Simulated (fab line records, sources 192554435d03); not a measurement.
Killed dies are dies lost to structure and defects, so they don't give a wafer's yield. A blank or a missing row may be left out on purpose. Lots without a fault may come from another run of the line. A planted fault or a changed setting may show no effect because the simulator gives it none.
Which tool did it? | flow n5_finfet | 10 lots, 30 wafers sampled, at 5 steps of a route of 1938

WHAT THE GAUGES READ, wafer by wafer
N5_MOL_CONTACT_COAG_CD_MEAS_99: target cd 17.2 nm.
lot  | measured     | on        | cd_nm (nm)
L176 | day 4 20:02  | cd_sem-03 | 17.4 17.3 17.1
L177 | day 4 23:52  | cd_sem-02 | 17.6 17.5 17.4
L178 | day 5 04:34  | cd_sem-01 | 17.2 17.4 17.4
L182 | day 6 05:59  | cd_sem-02 | 17.3 17.4 17.4
L183 | day 6 13:38  | cd_sem-01 | 17.2 17.6 16.9
L184 | day 6 16:34  | cd_sem-02 | 17.2 16.8 17.1
L194 | day 9 06:06  | cd_sem-03 | 17.6 16.9 17.1
L195 | day 9 10:13  | cd_sem-02 | 17.3 17.6 17.1
L196 | day 9 20:26  | cd_sem-03 | 16.7 16.8 17.0
L199 | day 10 11:45 | cd_sem-01 | 17.1 17.1 17.5

N5_MOL_CONTACT_COAG_INSPECT_57: inspects for defects (brightfield).
lot  | measured     | on                | raw_defect_count
L176 | day 5 06:34  | defect_inspect-02 | 218 261 209
L177 | day 5 08:46  | defect_inspect-01 | 136 181 84
L178 | day 5 13:54  | defect_inspect-01 | 183 271 223
L182 | day 6 15:33  | defect_inspect-02 | 190 153 165
L183 | day 7 03:05  | defect_inspect-01 | 314 271 268
L184 | day 7 03:53  | defect_inspect-01 | 368 201 255
L194 | day 9 16:07  | defect_inspect-02 | 314 201 247
L195 | day 9 19:20  | defect_inspect-01 | 169 210 133
L196 | day 10 05:09 | defect_inspect-02 | 229 228 290
L199 | day 10 22:31 | defect_inspect-01 | 218 237 205

N5_BEOL_M4_RC_MEAS_101.
lot  | measured     | on        | DIBL_N (mV/V)  | DIBL_P (mV/V)  | IOFF_N (nA/um)    | IOFF_P (nA/um)    | ION_N (uA/um) | ION_P (uA/um) | SS_N (mV/dec)  | SS_P (mV/dec)  | VT_N (mV)         | VT_P (mV)
L176 | day 7 20:59  | prober-02 | 35.8 38.3 36.7 | 35.3 37.5 37.0 | 0.140 0.177 0.152 | 0.185 0.224 0.201 | 661 671 670   | 459 462 465   | 71.2 72.1 71.2 | 72.5 73.1 72.9 | 250.8 248.6 249.0 | -250 -247 -249
L177 | day 8 03:10  | prober-01 | 38.3 36.7 36.8 | 37.0 34.9 34.5 | 0.170 0.139 0.136 | 0.252 0.215 0.199 | 673 661 669   | 472 462 468   | 71.9 71.2 70.9 | 73.3 73.9 73.2 | 252.2 254.3 253.8 | -249 -248 -249
L178 | day 8 15:29  | prober-01 | 37.4 34.2 36.5 | 38.1 34.8 38.0 | 0.189 0.134 0.174 | 0.216 0.174 0.213 | 673 666 676   | 455 453 461   | 72.7 71.4 72.3 | 73.7 73.3 73.4 | 247.7 251.4 250.6 | -251 -255 -251
L182 | day 9 16:14  | prober-02 | 33.4 35.9 33.5 | 33.0 36.4 33.4 | 0.120 0.169 0.123 | 0.162 0.212 0.164 | 675 688 666   | 459 473 457   | 71.2 72.3 71.3 | 72.3 73.6 72.5 | 252.0 247.8 251.7 | -251 -249 -254
L183 | day 9 21:19  | prober-01 | 36.9 35.8 36.2 | 36.2 35.2 36.4 | 0.172 0.154 0.173 | 0.197 0.188 0.200 | 666 666 682   | 454 454 462   | 72.1 70.6 71.4 | 73.3 73.4 73.0 | 251.5 250.5 249.3 | -250 -251 -251
L184 | day 9 22:42  | prober-01 | 33.8 36.2 35.3 | 32.7 35.5 34.8 | 0.120 0.155 0.140 | 0.196 0.244 0.230 | 666 671 676   | 468 464 472   | 71.6 71.3 71.5 | 72.4 73.1 72.8 | 251.9 249.2 250.8 | -247 -247 -248
L194 | day 12 19:00 | prober-01 | 37.9 38.4 39.1 | 38.8 39.5 39.8 | 0.177 0.187 0.197 | 0.227 0.243 0.247 | 684 682 685   | 464 465 468   | 71.6 71.8 71.8 | 73.8 74.3 74.1 | 247.7 247.3 247.4 | -250 -249 -246
L195 | day 12 21:46 | prober-02 | 37.2 37.7 38.3 | 37.0 38.1 38.3 | 0.176 0.195 0.203 | 0.219 0.232 0.244 | 682 694 682   | 461 469 465   | 71.7 71.5 71.7 | 73.5 73.2 73.7 | 249.3 247.1 246.3 | -250 -251 -250
L196 | day 13 02:41 | prober-02 | 38.5 38.7 38.1 | 38.0 37.9 37.6 | 0.175 0.184 0.174 | 0.240 0.244 0.248 | 681 666 685   | 464 460 471   | 71.3 71.4 71.4 | 74.3 74.3 74.0 | 250.5 248.6 247.6 | -247 -248 -247
L199 | day 14 04:43 | prober-02 | 36.6 37.2 34.9 | 35.7 36.7 33.8 | 0.149 0.164 0.132 | 0.218 0.243 0.196 | 661 665 667   | 460 458 467   | 71.8 72.8 71.7 | 73.4 73.9 72.7 | 251.6 250.0 254.0 | -250 -248 -251

WHICH TOOL RAN EACH LOT (tool, then ch and the chambers of the sampled wafers, then the start)
lot  | N5_MOL_CONTACT_COAG_CO_FILL_22  | N5_MOL_CONTACT_COAG_ETCHBACK_132
L176 | cvd_co-01 ch 1,2, day 5 00:55   | rie_diel-02 ch 0,1,2, day 5 07:44
L177 | cvd_co-01 ch 0,1,2, day 5 01:30 | rie_diel-02 ch 0,1,2, day 5 09:25
L178 | cvd_co-01 ch 0,1,2, day 5 06:52 | rie_diel-01 ch 2,3, day 5 14:15
L182 | cvd_co-02 ch 1,2, day 6 08:43   | rie_diel-05 ch 1,2,3, day 6 15:54
L183 | cvd_co-01 ch 0,2, day 6 16:01   | rie_diel-05 ch 1,2,3, day 7 03:32
L184 | cvd_co-02 ch 0,2, day 6 21:14   | rie_diel-05 ch 1,2, day 7 04:53
L194 | cvd_co-01 ch 0,1,2, day 9 08:44 | rie_diel-02 ch 0,1,2, day 9 16:27
L195 | cvd_co-02 ch 0,1, day 9 12:52   | rie_diel-02 ch 0,2,3, day 9 19:43
L196 | cvd_co-01 ch 0,1,2, day 9 21:57 | rie_diel-01 ch 0,2,3, day 10 05:43
L199 | cvd_co-02 ch 0,2, day 10 16:27  | rie_diel-01 ch 0,2,3, day 10 23:12
- N5_MOL_CONTACT_COAG_CO_FILL_22: material Co, precursor CCTBA/H2, target thk 20 nm.
- N5_MOL_CONTACT_COAG_ETCHBACK_132: etches SiO2 in CHF3, target depth 10 nm, time 6.7 s.

WHAT THE TOOLS THEMSELVES READ (means of the sampled wafers that have a number; where no wafer has one, the mark that the record gives instead)
N5_MOL_CONTACT_COAG_CO_FILL_22.
lot  | tool      | heater_power_w (W)
L176 | cvd_co-01 | 254
L177 | cvd_co-01 | 245
L178 | cvd_co-01 | 242
L182 | cvd_co-02 | 246
L183 | cvd_co-01 | 233
L184 | cvd_co-02 | 239
L194 | cvd_co-01 | 236
L195 | cvd_co-02 | 246
L196 | cvd_co-01 | 240
L199 | cvd_co-02 | 243

N5_MOL_CONTACT_COAG_ETCHBACK_132.
lot  | tool        | CHF3_flow_sccm (sccm) | drypump_motor_current_A (A) | oes_product_au (a.u.) | rf_fwd_power_W (W) | rf_vpp_V (V) | showerhead_plenum_p_Torr (Torr) | throttle_valve_pct (%)
L176 | rie_diel-02 | 50.08                 | 5.9                         | 0.77                  | 602                | 524          | 2.36                            | 18.78
L177 | rie_diel-02 | 49.94                 | 5.9                         | 0.76                  | 603                | 524          | 2.36                            | 18.77
L178 | rie_diel-01 | 49.81                 | 5.4                         | 0.70                  | 602                | 523          | 2.36                            | 19.07
L182 | rie_diel-05 | 50.06                 | 5.6                         | 0.72                  | 601                | 526          | 2.33                            | 18.90
L183 | rie_diel-05 | 50.08                 | 5.7                         | 0.72                  | 602                | 526          | 2.33                            | 18.89
L184 | rie_diel-05 | 49.99                 | 5.4                         | 0.73                  | 603                | 526          | 2.30                            | 18.79
L194 | rie_diel-02 | 50.03                 | 5.9                         | 0.74                  | 602                | 524          | 2.35                            | 18.83
L195 | rie_diel-02 | 50.04                 | 5.8                         | 0.83                  | 601                | 522          | 2.35                            | 18.89
L196 | rie_diel-01 | 49.97                 | 5.7                         | 0.83                  | 602                | 523          | 2.34                            | 18.69
L199 | rie_diel-01 | 49.92                 | 5.7                         | 0.82                  | 602                | 524          | 2.34                            | 18.72

THE ANSWER, worked out from the rows above alone
Rule: what is usual is taken from the lots themselves. Put in order of their means at a reading, lots are off if they are a third of the lots or fewer, leave a main group of 4 or more, and stand apart from it by a gap of 3 or more times the standard deviation of the main group's means; of several such gaps the widest counts. A main group whose means are all the same, to the digits that the tables above print for the reading, isn't used. A lot without any number at a reading at which 4 lots or more have one is off too. The other lots that the step has rows for count as sound. The gauges are gone through in route order, then the tools' own readings, and for those a lot's mean is taken as printed above. The first step at which some lot is off is used, and at that step the reading that is off furthest; a lot without a number counts as furthest.
No lot is off at any reading shown: from this, nothing can be told.

WHAT THE SIMULATOR HAD PUT IN
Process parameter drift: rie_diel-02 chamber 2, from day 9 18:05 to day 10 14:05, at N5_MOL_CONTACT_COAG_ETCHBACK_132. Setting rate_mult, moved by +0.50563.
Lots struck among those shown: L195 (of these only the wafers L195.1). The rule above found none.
